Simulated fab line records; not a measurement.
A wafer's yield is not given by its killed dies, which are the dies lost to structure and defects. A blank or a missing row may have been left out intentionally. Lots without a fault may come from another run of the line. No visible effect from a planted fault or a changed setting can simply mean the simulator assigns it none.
fab line records	flow n5-finfet
[record] lots = 6	wafers = 18	last-day = 18
route steps=1938 shown MIM_BOT_LITHO@1862 MIM_BOT_ETCH@1866 PASS1_CAP@1873 TV_LITHO@1875 PASSIVATION@1936
lots that met no fault: taken from a fault-free run of the same line
start-h: the number of hours between the record's first day and the start of the first shown wafer of the lot	wait-h: time in hours since the lot's previous step	" repeats the value in the row above	L1.1+2: a single row standing in for several wafers	- either no value or no given start	* or withheld: withheld	< > ~ a bound
route shown NAME@n: NAME is a module with steps in the file, n the number in the route of the first one	usual: mean and standard deviation over wafers with no fault	same: alike in all rows	chamber/n: place in a boat	sites: readings site by site	_std_site: standard deviation of those values	_edge_site: the outer-site mean with the inner-site mean subtracted	radius-mm: for every site, how far away it sits from the centre of the wafer	mask NAME#n: copy n	behind: the tool/chamber that last shaped the wafer	hold: why the lot went on hold/how many hours it stayed there/how the hold came to an end	device: the n, p or np transistor that did not switch	end of line: the route-end tests of the same wafers	for a step that has no rows: nothing shown but its recipe	killed: dies that structure and defects cost at the first sort, which is not the same as the wafer's yield	map: shows each die of a wafer: x if killed, . if not, _ if none is there
set.NAME: setting as actually run; set.NAME@STEP: the setting as run at that earlier step	model.NAME: the simulator's own value behind a step, which no gauge read
a table for each step, a row for each wafer; lots at some steps of the route
services: when a tool's chamber went out of use (start-h, in hours from the record's first day, below 0 if earlier), for how many hours, and the reason
[[steps]]
[step N5_MIM_BOT_LITHO_CD_MEAS_08]
[recipe] target-cd-nm = 3000	landing-energy-ev = 500	detector = se-inlens	polarity = opening
[usual] cd-nm = 2998.2/2
lot.wafer	tool	chamber	start-h	wait-h	cd-nm
L441.1	cd-sem-01	0	286.04	-	2997.1
L441.4	"	0	"	"	2995.2
L441.6	"	0	"	"	2997.4
L443.1	cd-sem-01	0	324.54	-	2995.6
L443.2	"	0	"	"	2999.3
L443.4	"	0	"	"	3000.0
L446.2	cd-sem-03	0	366.13	-	2998.7
L446.4	"	0	"	"	2996.3
L446.5	"	0	"	"	2998.8
L452.1	cd-sem-01	0	379.74	-	3003.8
L452.3	"	0	"	"	2998.5
L452.4	"	0	"	"	2998.8
L460.1	cd-sem-03	0	413.12	-	3000.2
L460.5	"	0	"	"	2999.9
L460.6	"	0	"	"	3003.3
L459.1	cd-sem-01	0	418.82	-	2996.1
L459.5	"	0	"	"	2998.7
L459.6	"	0	"	"	2997.4
[step N5_MIM_BOT_LITHO_OVL_MEAS_11]
[recipe] points-per-wafer = 44
[usual] MIM_BOT_OVL = 1/6.4
lot.wafer	tool	chamber	start-h	wait-h	MIM_BOT_OVL[nm]
L441.1	overlay-01	0	286.07	0.0	11
L441.4	"	0	"	"	9
L441.6	"	0	"	"	7
L443.1	overlay-01	0	324.57	0.0	9
L443.2	"	0	"	"	-1
L443.4	"	0	"	"	4
L446.2	overlay-02	0	366.16	0.0	3
L446.4	"	0	"	"	0
L446.5	"	0	"	"	-2
L452.1	overlay-01	0	379.77	0.0	0
L452.3	"	0	"	"	-8
L452.4	"	0	"	"	-6
L460.1	overlay-02	0	413.15	0.0	0
L460.5	"	0	"	"	1
L460.6	"	0	"	"	-15
L459.1	overlay-02	0	418.86	0.0	7
L459.5	"	0	"	"	0
L459.6	"	0	"	"	8
[step N5_MIM_BOT_LITHO_INSPECT_12]
[recipe] mode = adi	inspect-instrument = macro
[usual] raw-defect-count = 1.9/1.3
lot.wafer	tool	chamber	start-h	wait-h	raw-defect-count
L441.1	defect-inspect-01	-	286.09	0.0	5
L441.4	"	-	"	"	0
L441.6	"	-	"	"	1
L443.1	defect-inspect-02	-	324.59	0.0	0
L443.2	"	-	"	"	3
L443.4	"	-	"	"	1
L446.2	defect-inspect-01	-	366.18	0.0	0
L446.4	"	-	"	"	1
L446.5	"	-	"	"	3
L452.1	defect-inspect-02	-	379.79	0.0	1
L452.3	"	-	"	"	2
L452.4	"	-	"	"	2
L460.1	defect-inspect-02	-	413.18	0.0	0
L460.5	"	-	"	"	0
L460.6	"	-	"	"	2
L459.1	defect-inspect-01	-	418.88	0.0	5
L459.5	"	-	"	"	2
L459.6	"	-	"	"	2
[step N5_MIM_BOT_LITHO_DESCUM_10]
[recipe] chemistry = O2	time-s = 7.9	source-power-w = 50	bias-power-w = 20	pressure-mtorr = 20	rf-frequency-hz = 2.712e+07	temp-c = 40	o2-flow-sccm = 225
[usual] chamber-pressure-mTorr = 19.997/0.017	drypump-motor-current-A = 5.7/0.37	oes-product-au = 0.80/0.079	rf-vpp-V = 242.6/1.7	showerhead-plenum-p-Torr = 2.06/0.1	throttle-valve-pct = 20.53/0.19
lot.wafer	tool	chamber	start-h	wait-h	chamber-pressure-mTorr	drypump-motor-current-A	oes-product-au	rf-hours-counter-h	rf-vpp-V	showerhead-plenum-p-Torr	throttle-valve-pct
L441.1	rie-diel-03	2	286.13	0.0	19.993	5.6	0.69	212	244.1	2.08	20.53
L441.4	"	1	"	"	20.002	5.8	0.90	33	242.6	2.13	20.14
L441.6	"	3	"	"	20.001	5.5	0.90	-	244.3	2.16	20.33
L443.1	rie-diel-03	3	324.63	0.0	19.994	5.5	0.87	35	244.4	2.15	20.35
L443.2	"	2	"	"	20.009	5.6	0.68	226	242.5	2.08	20.57
L443.4	"	1	"	"	19.969	5.8	0.87	45	245.3	2.13	20.17
L446.2	rie-diel-05	0	366.98	0.8	19.986	5.5	0.89	38	241.1	2.06	20.50
L446.4	"	1	"	"	19.974	5.5	0.80	112	244.1	2.12	20.81
L446.5	"	1	"	"	19.973	5.5	0.80	-	243.2	2.12	20.81
L452.1	rie-diel-04	0	379.84	0.0	19.956	6.1	0.79	105	245.1	2.18	20.67
L452.3	"	2	"	"	19.997	6.0	0.79	116	243.7	2.01	20.44
L452.4	"	2	"	"	19.959	6.0	0.78	-	241.6	2.01	20.46
L460.1	rie-diel-05	2	413.21	0.0	20.040	5.9	0.68	237	240.4	1.88	20.81
L460.5	"	0	"	"	20.010	5.4	0.86	-	242.6	2.06	20.51
L460.6	"	2	"	"	20.013	5.8	0.68	-	239.9	1.88	20.82
L459.1	rie-diel-03	2	418.91	0.0	19.993	5.6	0.97	3	243.1	2.07	20.16
L459.5	"	1	"	"	19.991	5.8	0.83	-	243.8	2.12	20.21
L459.6	"	2	"	"	20.018	5.6	0.96	-	243.5	2.07	20.15
[step N5_MIM_BOT_ETCH_ETCH_04]
[recipe] chemistry = CF4/O2	target = SiNx	target-depth-a = 260	time-s = 13	ion-energy-ev = 100	pressure-mtorr = 40	source-w = 535	bias-w = 49	Ar_flow_sccm = 100	cf4-flow-sccm = 100	O2_flow_sccm = 10
[step N5_MIM_BOT_ETCH_ETCH_03]
[recipe] chemistry = Cl2/BCl3	target-depth-a = 120	pressure-mtorr = 8	icp-w = 800	bias-w = 100	Cl2_flow_sccm = 20	bcl3-flow-sccm = 80
[usual] bcl3-flow-sccm = 80.00/0.25	chamber-pressure-mTorr = 8.001/0.0076	drypump-motor-current-A = 5.9/0.34	oes-product-au = 0.78/0.066	throttle-valve-pct = 27.58/0.17
lot.wafer	tool	chamber	start-h	wait-h	bcl3-flow-sccm	chamber-pressure-mTorr	drypump-motor-current-A	oes-product-au	rf-hours-counter-h	throttle-valve-pct
L441.1	rie-metal-03	1	286.28	0.1	80.61	7.997	5.8	0.83	20	27.43
L441.4	"	0	"	"	79.84	8.010	6.0	0.93	-	27.71
L441.6	"	1	"	"	80.06	8.010	5.8	0.84	-	27.43
L443.1	rie-metal-01	0	324.78	0.1	79.92	8.004	5.5	0.76	51	27.80
L443.2	"	1	"	"	80.08	7.994	6.6	0.79	31	27.72
L443.4	"	0	"	"	80.13	8.003	5.5	0.77	-	27.82
L446.2	rie-metal-02	0	367.13	0.1	79.68	8.011	6.0	0.77	47	27.39
L446.4	"	1	"	"	79.99	8.000	5.6	0.68	-	27.61
L446.5	"	0	"	"	80.25	7.995	6.0	0.78	-	27.37
L452.1	rie-metal-01	1	379.99	0.1	80.42	7.995	6.6	0.77	36	27.71
L452.3	"	1	"	"	80.39	8.001	6.6	0.78	-	27.71
L452.4	"	0	"	"	80.26	8.001	5.5	0.75	-	27.82
L460.1	rie-metal-02	1	413.36	0.1	79.82	7.999	5.6	0.67	93	27.60
L460.5	"	1	"	"	79.86	7.997	5.6	0.67	-	27.61
L460.6	"	0	"	"	80.07	8.001	6.0	0.75	-	27.40
L459.1	rie-metal-01	1	419.07	0.1	80.27	8.053	6.6	0.76	40	27.71
L459.5	"	0	"	"	79.60	8.002	5.5	0.74	-	27.84
L459.6	"	1	"	"	80.56	7.993	6.6	0.75	-	27.71
[step N5_MIM_BOT_ETCH_ETCH_00]
[recipe] chemistry = Cl2/BCl3	target = TiN	target-depth-a = 455	ion-energy-ev = 150	pressure-mtorr = 10	icp-w = 1000	bias-w = 126	Cl2_flow_sccm = 53.25	bcl3-flow-sccm = 21.75	Ar_flow_sccm = 25
[usual] bcl3-flow-sccm = 21.75/0.059	chamber-pressure-mTorr = 10.000/0.009	drypump-motor-current-A = 5.9/0.34	oes-product-au = 0.78/0.066	throttle-valve-pct = 21.92/0.2
lot.wafer	tool	chamber	start-h	wait-h	bcl3-flow-sccm	chamber-pressure-mTorr	drypump-motor-current-A	oes-product-au	rf-hours-counter-h	throttle-valve-pct
L441.1	rie-metal-03	1	286.40	0.1	21.84	9.994	5.8	0.85	20	21.68
L441.4	"	0	"	"	21.73	10.009	6.0	0.93	-	21.99
L441.6	"	1	"	"	21.75	9.998	5.8	0.84	-	21.68
L443.1	rie-metal-01	0	324.87	0.1	21.79	9.994	5.5	0.77	51	22.27
L443.2	"	1	"	"	21.69	10.001	6.6	0.79	31	21.97
L443.4	"	0	"	"	21.74	9.994	5.5	0.76	-	22.29
L446.2	rie-metal-02	0	367.22	0.1	21.70	9.993	6.0	0.76	47	21.73
L446.4	"	1	"	"	21.71	9.989	5.6	0.67	-	21.95
L446.5	"	0	"	"	21.75	9.996	6.0	0.77	-	21.71
L452.1	rie-metal-01	1	380.08	0.1	21.72	10.014	6.6	0.77	36	22.00
L452.3	"	1	"	"	21.67	9.999	6.6	0.77	-	21.98
L452.4	"	0	"	"	21.76	9.991	5.5	0.76	-	22.30
L460.1	rie-metal-02	1	413.45	0.1	21.80	9.993	5.6	0.66	93	21.96
L460.5	"	1	"	"	21.73	10.008	5.6	0.67	-	21.96
L460.6	"	0	"	"	21.69	9.987	6.0	0.74	-	21.75
L459.1	rie-metal-01	1	419.16	0.1	21.78	9.995	6.6	0.77	40	21.98
L459.5	"	0	"	"	21.69	10.000	5.5	0.74	-	22.31
L459.6	"	1	"	"	21.85	9.977	6.6	0.77	-	21.99
[step N5_MIM_BOT_ETCH_STRIP_01]
[recipe] chemistry = O2	power-w = 600	temp-c = 60	pressure-mtorr = 30	rf-frequency-hz = 6e+07	bias-power-w = 0	overash-fraction = 0.5	o2-flow-sccm = 225
[usual] chamber-pressure-mTorr = 30.00/0.083	drypump-motor-current-A = 5.8/0.39	oes-product-au = 0.82/0.071	rf-vpp-V = 3.8/1.2	showerhead-plenum-p-Torr = 2.08/0.087	throttle-valve-pct = 16.73/0.19
lot.wafer	tool	chamber	start-h	wait-h	chamber-pressure-mTorr	drypump-motor-current-A	oes-product-au	rf-hours-counter-h	rf-vpp-V	showerhead-plenum-p-Torr	throttle-valve-pct
L441.1	rie-diel-04	2	286.61	0.2	29.89	5.9	0.82	84	5.5	2.02	16.67
L441.4	"	0	"	"	29.95	6.1	0.82	71	3.3	2.20	16.82
L441.6	"	2	"	"	30.03	5.9	0.83	-	4.6	2.02	16.69
L443.1	rie-diel-04	3	325.01	0.1	30.47	6.5	0.94	21	5.1	2.06	16.73
L443.2	"	2	"	"	30.00	6.0	0.81	96	3.4	2.02	16.73
L443.4	"	0	"	"	30.05	6.1	0.81	83	4.4	2.19	16.86
L446.2	rie-diel-05	2	367.46	0.2	29.98	5.9	0.70	222	3.5	1.89	17.02
L446.4	"	3	"	"	30.08	4.9	0.79	109	2.3	2.20	16.73
L446.5	"	2	"	"	30.08	5.8	0.70	-	3.6	1.89	17.03
L452.1	rie-diel-04	3	380.23	0.1	29.97	6.4	0.89	42	2.3	2.05	16.75
L452.3	"	2	"	"	30.04	5.9	0.79	116	3.5	2.01	16.72
L452.4	"	2	"	"	30.04	6.0	0.76	-	4.2	2.01	16.74
L460.1	rie-diel-04	1	413.60	0.1	29.98	6.0	0.81	80	4.5	2.04	16.60
L460.5	"	2	"	"	29.98	5.9	0.78	-	4.6	2.01	16.78
L460.6	"	3	"	"	30.02	6.4	0.88	-	6.0	2.05	16.83
L459.1	rie-diel-03	3	419.50	0.3	29.96	5.5	0.83	71	5.0	2.14	16.64
L459.5	"	2	"	"	29.88	5.5	0.96	-	3.8	2.07	16.36
L459.6	"	3	"	"	30.01	5.5	0.83	-	2.2	2.14	16.63
[step N5_MIM_BOT_ETCH_STRIP_02]
[recipe] chemistry = post-etch-residue-remover	time-s = 1200	temp-c = 72.5
[step N5_MIM_BOT_ETCH_CLEAN_05]
[recipe] chemistry = IPA	time-s = 180	temp-c = 25
[step N5_MIM_BOT_ETCH_SRD_06]
[recipe] dry = ipa-marangoni	time-s = 30	temp-c = 23	rinse-liquid = diw
[step N5_PASSIVATION_PECVD_55]
[recipe] material = SiO2	target-thk-a = 4000	temp-c = 400	precursor = SiH4/N2O	pressure-torr = 2.7	rf-w = 608	time-s = 22.5
[usual] heater-power-w = 646/87	showerhead-plenum-p-Torr = 8.13/0.085	throttle-valve-pct = 52.0/0.85
lot.wafer	tool	chamber	start-h	wait-h	heater-power-w	showerhead-plenum-p-Torr	throttle-valve-pct
L441.1	pecvd-04	0	287.11	0.0	475	8.09	51.2
L441.4	"	0	"	"	496	8.13	51.5
L441.6	"	1	"	"	712	8.12	52.5
L443.1	pecvd-01	0	325.59	0.0	520	8.14	52.4
L443.2	"	2	"	"	769	8.05	51.0
L443.4	"	0	"	"	560	8.11	52.2
L446.2	pecvd-01	2	367.98	0.0	724	8.08	51.4
L446.4	"	0	"	"	587	8.10	52.2
L446.5	"	1	"	"	570	8.07	52.8
L452.1	pecvd-01	0	380.73	0.0	608	8.10	52.3
L452.3	"	1	"	"	600	8.05	52.9
L452.4	"	1	"	"	628	8.05	53.1
L460.1	pecvd-04	2	414.10	0.0	611	8.09	53.2
L460.5	"	0	"	"	506	8.11	51.9
L460.6	"	2	"	"	625	8.08	52.9
L459.1	pecvd-04	1	420.00	0.0	719	8.13	52.5
L459.5	"	0	"	"	573	8.09	52.0
L459.6	"	1	"	"	578	8.11	52.9
[step N5_PASSIVATION_PECVD_01]
[recipe] material = SiNx	target-thk-a = 2000	temp-c = 400	precursor = SiH4/NH3/N2	pressure-torr = 4.9	rf-w = 1406	time-s = 43.2
[usual] heater-power-w = 370/83	showerhead-plenum-p-Torr = 8.65/0.06	throttle-valve-pct = 29.4/0.48
lot.wafer	tool	chamber	start-h	wait-h	heater-power-w	showerhead-plenum-p-Torr	throttle-valve-pct	model.SiNx_of_PASSIVATION_PECVD_01.thk-nm
L441.1	pecvd-04	0	287.14	0.0	309	8.64	29.2	200.2
L441.4	"	0	"	"	314	8.63	29.3	199.8
L441.6	"	1	"	"	281	8.64	29.8	200.2
L443.1	pecvd-01	0	325.63	0.0	360	8.66	29.5	199.2
L443.2	"	2	"	"	490	8.59	29.0	194.6
L443.4	"	0	"	"	221	8.62	29.7	199.6
L446.2	pecvd-01	2	368.01	0.0	401	8.58	29.0	195.2
L446.4	"	0	"	"	348	8.66	29.5	175.2
L446.5	"	1	"	"	353	8.60	30.0	179.8
L452.1	pecvd-01	0	380.77	0.0	351	8.62	29.7	194.8
L452.3	"	1	"	"	343	8.60	30.2	174.4
L452.4	"	1	"	"	352	8.61	29.7	178.8
L460.1	pecvd-04	2	414.15	0.0	354	8.62	29.9	199.2
L460.5	"	0	"	"	268	8.62	29.3	203.2
L460.6	"	2	"	"	365	8.62	30.0	202.8
L459.1	pecvd-04	1	420.04	0.0	409	8.63	29.6	200.8
L459.5	"	0	"	"	190	8.61	29.5	203.8
L459.6	"	1	"	"	423	8.67	29.6	201
[step N5_PASSIVATION_HMDS_03]
[recipe] time-s = 60	temp-c = 120
[step N5_PASSIVATION_PROBE_49]
[usual] defect-limited-yield = 91.0/1.4	killed_at_M0_to_M3 = 36/10	killed_at_M4_up = 15/5	killed-at-contacts = 12/6.1	killed-at-front-end = 40/13	killed-at-other = 3.8/2.9	killed-dies = 106/16	killed-open = 68/12	killed-short = 35/8.2	sort_bin_5_function = 5.2/0.9	sort_bin_6_memory = 3.4/0.71	sort_bin_8_speed = 0.0/0.46	sort-n-pass = 1073/17	sort-yield-pct = 91.0/1.5
[same] gross-dies = 1180	killed-at-back-side = 0	sort_bin_4_leakage[%] = 0
lot.wafer	tool	chamber	start-h	wait-h	defect-limited-yield[%]	killed_at_M0_to_M3	killed_at_M4_up	killed-at-contacts	killed-at-front-end	killed-at-other	killed-dies	killed-open	killed-short	sort_bin_5_function[%]	sort_bin_6_memory[%]	sort_bin_8_speed[%]	sort-n-pass	sort-yield-pct[%]
L441.1	prober-02	-	296.87	0.0	89.1	25	22	18	61	3	129	89	37	5.9	4.7	0	1051	89.1
L441.4	prober-02	-	297.02	0.2	88.3	39	12	12	73	2	138	95	43	6.4	4.7	0	1042	88.3
L441.6	prober-02	-	297.12	0.3	89.1	33	7	20	66	3	129	94	33	6.9	4.0	0	1051	89.1
L443.1	prober-01	-	335.47	0.0	89.4	54	24	9	35	3	125	71	45	6.2	3.0	0	1055	89.4
L443.2	prober-01	-	335.52	0.1	91.9	23	15	12	39	6	95	60	31	4.3	3.4	0	1085	91.9
L443.4	prober-01	-	335.62	0.2	91.1	35	10	16	35	9	105	64	34	5.1	3.1	0	1075	91.1
L446.2	prober-01	-	375.73	0.3	91.7	33	9	0	54	2	98	65	32	5.1	2.9	0	1082	91.7
L446.4	prober-01	-	375.83	0.4	91.1	27	15	6	48	9	105	69	25	4.6	3.3	0	1075	91.1
L446.5	prober-01	-	375.88	0.4	89.4	35	25	4	54	7	125	71	46	5.5	4.0	0.1	1054	89.3
L452.1	prober-02	-	391.63	0.0	91.1	48	19	6	29	3	105	59	44	5.2	3.5	0	1075	91.1
L452.3	prober-02	-	391.73	0.1	90.5	40	24	11	32	5	112	77	31	5.4	3.8	0	1068	90.5
L452.4	prober-02	-	391.78	0.2	91.4	45	17	5	32	3	102	53	40	5.2	2.3	0	1078	91.4
L460.1	prober-02	-	422.31	0.0	91.9	32	8	8	46	1	95	52	35	4.2	2.8	0	1085	91.9
L460.5	prober-02	-	422.51	0.2	90.6	36	14	15	44	2	111	74	35	5.2	3.9	0	1069	90.6
L460.6	prober-02	-	422.56	0.3	89.4	39	17	17	51	1	125	82	38	5.4	4.3	0	1055	89.4
L459.1	prober-02	-	428.97	0.0	91.4	43	10	3	43	3	102	67	29	4.9	3.4	0	1078	91.4
L459.5	prober-02	-	429.17	0.2	89.1	38	15	13	59	4	129	88	32	6.9	3.2	0	1051	89.1
L459.6	prober-02	-	429.22	0.3	89.6	37	13	10	50	13	123	68	48	5.9	3.5	0	1057	89.6
// killed by level:class
L441.1 FIN_SAQP:geometric-particle:open=20 MOL_CONTACT_COAG:geometric-particle:open=14 STI_FIN_REVEAL:geometric-particle:open=12 FIN_SAQP:geometric-particle:short=10 BEOL_M4:geometric-particle:open=10 STI_FIN_REVEAL:geometric-particle:short=6 BEOL_M0_SAQP:geometric-particle:open=6 BEOL_M1:geometric-particle:open=5
L441.4 STI_FIN_REVEAL:geometric-particle:open=22 FIN_SAQP:geometric-particle:open=15 BEOL_M0_SAQP:geometric-particle:short=11 MOL_CONTACT_COAG:geometric-particle:open=10 BEOL_M0_SAQP:geometric-particle:open=9 GATE_CUT:geometric-particle:open=8 BEOL_M3:geometric-particle:open=8 FIN_SAQP:geometric-particle:short=7
L441.6 STI_FIN_REVEAL:geometric-particle:open=25 FIN_SAQP:geometric-particle:open=21 MOL_CONTACT_COAG:geometric-particle:open=14 BEOL_M0_SAQP:geometric-particle:open=11 BEOL_M0_SAQP:geometric-particle:short=8 FIN_SAQP:geometric-particle:short=6 MOL_CONTACT_COAG:geometric-particle:short=5 STI_FIN_REVEAL:geometric-particle:short=4
L443.1 BEOL_M0_SAQP:geometric-particle:open=18 BEOL_M0_SAQP:geometric-particle:short=16 BEOL_M4:geometric-particle:open=14 FIN_SAQP:geometric-particle:short=11 BEOL_M3:geometric-particle:open=7 BEOL_M2:geometric-particle:open=6 FIN_SAQP:geometric-particle:open=5 MOL_CONTACT_COAG:geometric-particle:open=5
L443.2 BEOL_M0_SAQP:geometric-particle:open=8 FIN_SAQP:geometric-particle:open=8 STI_FIN_REVEAL:geometric-particle:open=8 MOL_CONTACT_COAG:geometric-particle:open=8 FIN_SAQP:geometric-particle:short=7 BEOL_M2:geometric-particle:open=7 BEOL_M0_SAQP:geometric-particle:short=5 STARTING-WAFER:geometric-particle:open=5
L443.4 FIN_SAQP:geometric-particle:short=10 MOL_CONTACT_COAG:geometric-particle:open=9 FIN_SAQP:geometric-particle:open=8 BEOL_M0_SAQP:geometric-particle:open=7 BEOL_M3:geometric-particle:open=7 MOL_CONTACT_COAG:geometric-particle:short=6 STI_FIN_REVEAL:geometric-particle:open=5 BEOL_M0_SAQP:geometric-particle:short=5
L446.2 STI_FIN_REVEAL:geometric-particle:open=29 BEOL_M0_SAQP:geometric-particle:short=8 BEOL_M1:geometric-particle:open=6 DUMMY_GATE:geometric-particle:open=5 BEOL_M0_SAQP:geometric-particle:open=5 FIN_SAQP:geometric-particle:short=4 BEOL_M1:geometric-particle:short=4 STI_FIN_REVEAL:geometric-particle:short=3
L446.4 STI_FIN_REVEAL:geometric-particle:open=12 HKMG_FIN:area-etch=10 BEOL_M0_SAQP:geometric-particle:short=7 BEOL_M4:geometric-particle:open=7 BEOL_M3:geometric-particle:open=6 DUMMY_GATE:geometric-particle:open=5 BEOL_M2:geometric-particle:open=5 FIN_SAQP:geometric-particle:open=3
L446.5 FIN_SAQP:geometric-particle:short=11 BEOL_M4:geometric-particle:open=11 STI_FIN_REVEAL:geometric-particle:open=10 BEOL_M0_SAQP:geometric-particle:open=8 BEOL_M2:geometric-particle:open=8 HKMG_FIN:area-etch=8 BEOL_M0_SAQP:geometric-particle:short=6 BEOL_M1:geometric-particle:open=6
L452.1 BEOL_M0_SAQP:geometric-particle:short=13 BEOL_M1:geometric-particle:open=12 BEOL_M0_SAQP:geometric-particle:open=10 GATE_CUT:geometric-particle:short=6 DUMMY_GATE:geometric-particle:open=5 BEOL_M4:geometric-particle:open=5 GATE_CUT:geometric-particle:open=4 MOL_CONTACT_COAG:geometric-particle:open=4
L452.3 BEOL_M0_SAQP:geometric-particle:open=12 BEOL_M1:geometric-particle:open=11 MOL_CONTACT_COAG:geometric-particle:open=10 DUMMY_GATE:geometric-particle:open=8 GATE_CUT:geometric-particle:short=6 BEOL_M0_SAQP:geometric-particle:short=5 BEOL_M4:geometric-particle:open=5 STARTING-WAFER:geometric-particle:open=5
L452.4 BEOL_M0_SAQP:geometric-particle:short=13 BEOL_M0_SAQP:geometric-particle:open=13 BEOL_M1:geometric-particle:open=6 HKMG_FIN:area-etch=6 GATE_CUT:geometric-particle:short=5 BEOL_M1:geometric-particle:short=5 MOL_CONTACT_COAG:geometric-particle:open=4 BEOL_M3:geometric-particle:open=4
L460.1 DUMMY_GATE:geometric-particle:short=7 DUMMY_GATE:geometric-particle:open=7 MOL_CONTACT_COAG:geometric-particle:open=7 BEOL_M0_SAQP:geometric-particle:short=7 HKMG_FIN:area-etch=6 BEOL_M0_SAQP:geometric-particle:open=5 BEOL_M4:geometric-particle:open=4 STARTING-WAFER:geometric-particle:open=4
L460.5 STI_FIN_REVEAL:geometric-particle:open=15 BEOL_M0_SAQP:geometric-particle:open=11 MOL_CONTACT_COAG:geometric-particle:open=9 FIN_SAQP:geometric-particle:open=7 BEOL_M1:geometric-particle:open=7 STI_FIN_REVEAL:geometric-particle:short=6 GATE_CUT:geometric-particle:short=6 MOL_CONTACT_COAG:geometric-particle:short=6
L460.6 FIN_SAQP:geometric-particle:open=24 MOL_CONTACT_COAG:geometric-particle:open=14 FIN_SAQP:geometric-particle:short=9 BEOL_M3:geometric-particle:open=8 BEOL_M2:geometric-particle:open=8 BEOL_M4:geometric-particle:open=8 BEOL_M0_SAQP:geometric-particle:short=7 STARTING-WAFER:geometric-particle:short=5
L459.1 STI_FIN_REVEAL:geometric-particle:open=13 STI_FIN_REVEAL:geometric-particle:short=8 BEOL_M2:geometric-particle:open=8 BEOL_M0_SAQP:geometric-particle:short=7 BEOL_M0_SAQP:geometric-particle:open=7 STARTING-WAFER:geometric-particle:open=7 BEOL_M3:geometric-particle:open=5 BEOL_M1:geometric-particle:open=4
L459.5 STI_FIN_REVEAL:geometric-particle:open=20 MOL_CONTACT_COAG:geometric-particle:open=12 BEOL_M2:geometric-particle:open=11 FIN_SAQP:geometric-particle:open=10 FIN_SAQP:geometric-particle:short=9 BEOL_M0_SAQP:geometric-particle:open=8 BEOL_M3:geometric-particle:open=6 STI_FIN_REVEAL:geometric-particle:short=5
L459.6 STI_FIN_REVEAL:geometric-particle:open=18 BEOL_M0_SAQP:geometric-particle:short=18 BEOL_M0_SAQP:geometric-particle:open=13 FIN_SAQP:geometric-particle:short=12 MIM_TOP_ETCH:geometric-particle:short=8 BEOL_M4:geometric-particle:open=7 FIN_SAQP:geometric-particle:open=6 MOL_CONTACT_COAG:geometric-particle:open=6
[[services]]
tool	chamber	start-h	hours	kind
pecvd-01	1	266.30	2.1	scheduled-down
rie-diel-05	0	275.61	2.2	repair
rie-diel-03	1	288.45	4.6	repair
rie-diel-04	3	291.79	3.6	repair
pecvd-04	1	296.83	17.5	repair
pecvd-01	-	330.87	1.1	repair
pecvd-04	2	332.80	4.8	repair
pecvd-04	1	339.76	13.8	repair
pecvd-04	0	346.18	5.5	scheduled-down
rie-diel-05	-	363.83	2.8	pm
rie-diel-03	2	368.27	3.8	repair
rie-diel-05	2	368.47	3.1	repair
rie-diel-04	1	370.42	22.5	repair
rie-metal-02	-	391.03	0.5	repair
rie-diel-03	2	393.94	-	clean
rie-diel-03	2	393.94	-	consumable-replace:focus-ring
rie-diel-03	2	393.94	18.0	scheduled-down
rie-diel-03	2	393.94	18.0	vent-cycle
pecvd-04	1	395.13	2.1	scheduled-down
rie-diel-05	1	406.84	10.0	repair
rie-diel-05	3	407.26	5.7	repair
pecvd-04	1	407.79	10.0	repair
rie-diel-03	0	412.30	-	clean
rie-diel-03	0	412.30	-	consumable-replace:focus-ring
[[key]]
first-sign none at tools or gauges
[model-effect] step = N5_PASSIVATION_PECVD_01	value = SiNx_of_PASSIVATION_PECVD_01.thk-nm	without = 196.5	struck = 177.1
met-at N5_PASSIVATION_PECVD_01
struck-wafers L446.4,L446.5,L452.3,L452.4
[baseline-loss] step = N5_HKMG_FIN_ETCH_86	wafers = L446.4
onset-between 325.63 368.01
[fault] kind = process-parameter-drift	tool = pecvd-01	chamber = -	onset-h = 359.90	steps = N5_PASSIVATION_PECVD_01	channel = time-s	offset = *	shape = step	end-h = 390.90	scope = struck-wafers-only	acts-in = *	stated = *
// baseline-loss: these wafers lose ten dies or more at that step, a loss of the line's own and not of a fault; the sort's usual values leave them out
